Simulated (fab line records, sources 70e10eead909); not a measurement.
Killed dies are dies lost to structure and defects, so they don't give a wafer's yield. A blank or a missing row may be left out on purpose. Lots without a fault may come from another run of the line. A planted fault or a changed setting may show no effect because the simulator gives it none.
A struck lot beside a sound one | flow nand_harc | 21 steps out of a route of 1159
Sound: wafers L619.3, L619.4, L619.6. Struck: wafers L614.1, L614.5, L614.6. The cause comes at the end.
At each step with rows: each side's tool, then ch and its chambers, then its first start. Under that, the readings that differ: sound wafers | struck wafers | difference of the means | sigmas: that difference in standard deviations of wafers without a fault.
alike: readings whose means differ by less than 2 such deviations, and words and numbers that are the same on both sides. not compared: withheld readings, readings that some wafer has no value for, bounds like >300 that may hide the same value, and numbers for which the record gives no deviation and whose values overlap.
The two part at a step that has a row with sigmas, a row that says differs or no value, or rows on one side only. Numbers that don't overlap but have no deviation are shown without sigmas and don't part them. A reading that every wafer of one side lacks parts them only if that side has two wafers or more.

NHARC_A_BLC_CMP_25: polishes, t overpolish 30 s, target thk 150 nm.
  sound on cmp-03 ch 0,1,2, day 21 21:42; struck on cmp-03 ch 0,2,3, day 19 16:27
  alike: motor_current_A, overpolish_run_s, time_to_endpoint_s
then, 1 step without rows for these wafers: NHARC_A_BLC_SRD_27.
NHARC_A_BLC_INSPECT_28:
  sound on defect_inspect-02, day 21 22:06; struck on defect_inspect-01, day 19 16:47
  alike: raw_defect_count
then, 8 steps without rows for these wafers: NHARC_A_M0_DEP_00 (deposits SiOC, target thk 150 nm); NHARC_A_M0_DEHYDRATE_01 (time 120 s); NHARC_A_M0_HMDS_02 (time 30 s); NHARC_A_M0_COAT_33 (time 65 s); NHARC_A_M0_COAT_03 (resist thk 90 nm); NHARC_A_M0_SOFTBAKE_04 (time 55 s); NHARC_A_M0_EBR_05; NHARC_A_M0_EXPOSE_06 (exposes mask A M0, target cd 80 nm).
NHARC_A_M0_PEB_07: peb time 65 s.
  sound on litho_track-04 ch 0, day 21 22:50; struck on litho_track-06 ch 0, day 19 17:29
then, 1 step without rows for these wafers: NHARC_A_M0_DEVELOP_08 (develop time 35 s).
NHARC_A_M0_CD_MEAS_09: target cd 80 nm.
  sound on cd_sem-01 ch 0, day 21 22:55; struck on cd_sem-03 ch 0
  reading    | sound          | struck         | difference | sigmas
  cd_nm (nm) | 80.1 79.8 79.7 | 82.1 81.9 81.8 | +2.1       | +3
  not compared: hold
NHARC_A_M0_OVL_MEAS_10: pitch 160 nm.
  sound on overlay-01, day 21 23:01; struck on overlay-01, day 19 21:33
  reading | sound | struck                                                                     | difference                   | sigmas
  hold    | - - - | await_dispo/3.7h/release await_dispo/3.7h/release await_dispo/3.7h/release | no value on the sound wafers |
  alike: overlay_x_nm, overlay_y_nm
NHARC_A_M0_INSPECT_11:
  sound on defect_inspect-02, day 21 23:03; struck on defect_inspect-01, day 19 21:35
  alike: raw_defect_count
NHARC_A_M0_DESCUM_14: chemistry O2, time 3 s.
  sound on rie_diel-09 ch 0,1,3, day 21 23:07; struck on rie_diel-07 ch 0,1,2, day 19 21:40
  reading               | sound             | struck           | difference | sigmas
  model.A_M0.cd_nm (nm) | 80.21 79.81 79.56 | 82.02 82.3 82.16 | +2.30      |
  alike: drypump_motor_current_A, oes_product_au, rf_vpp_V, showerhead_plenum_p_Torr, throttle_valve_pct
  not compared: rf_hours_counter_h
NHARC_A_M0_ETCH_34: etches the open film in N2/H2, target depth 40 nm, overetch 12 nm, time 43.94 s.
  sound on rie_diel-09 ch 0,2,3, day 21 23:12; struck on rie_diel-07 ch 0,1,2, day 19 21:44
  alike: drypump_motor_current_A, oes_product_au, rf_vpp_V, showerhead_plenum_p_Torr, throttle_valve_pct
  not compared: rf_hours_counter_h
NHARC_A_M0_ETCH_15: etches the open film in C4F8/Ar, target depth 150 nm, overetch 15 nm, time 82.5 s.
  sound on rie_diel-09 ch 1,2; struck on rie_diel-07 ch 0,2,3
  reading               | sound            | struck            | difference | sigmas
  model.A_M0.cd_nm (nm) | 80.02 79.6 79.24 | 81.55 82.57 81.94 | +2.40      |
  alike: oes_product_au, rf_vpp_V
  not compared: rf_hours_counter_h
NHARC_A_M0_CD_MEAS_16:
  sound on cd_sem-01, day 21 23:25; struck on cd_sem-02, day 19 21:57
  reading    | sound          | struck         | difference | sigmas
  cd_nm (nm) | 80.4 79.8 79.4 | 81.4 82.5 82.1 | +2.1       | +3
-- the record jumps here: 2 days lie between the struck wafers' starts before and after (it left off in module A_M0 and takes up again in module END, whose first step shown is number 1159 of the route) --
NHARC_END_SORT_01:
  the record has rows for the struck wafers here (prober-02 ch 0, day 22 01:52) and none for the sound ones

WHERE THEY PART
First at NHARC_A_M0_CD_MEAS_09; last, within this record, at NHARC_END_SORT_01.

WHY: what the simulator had put in
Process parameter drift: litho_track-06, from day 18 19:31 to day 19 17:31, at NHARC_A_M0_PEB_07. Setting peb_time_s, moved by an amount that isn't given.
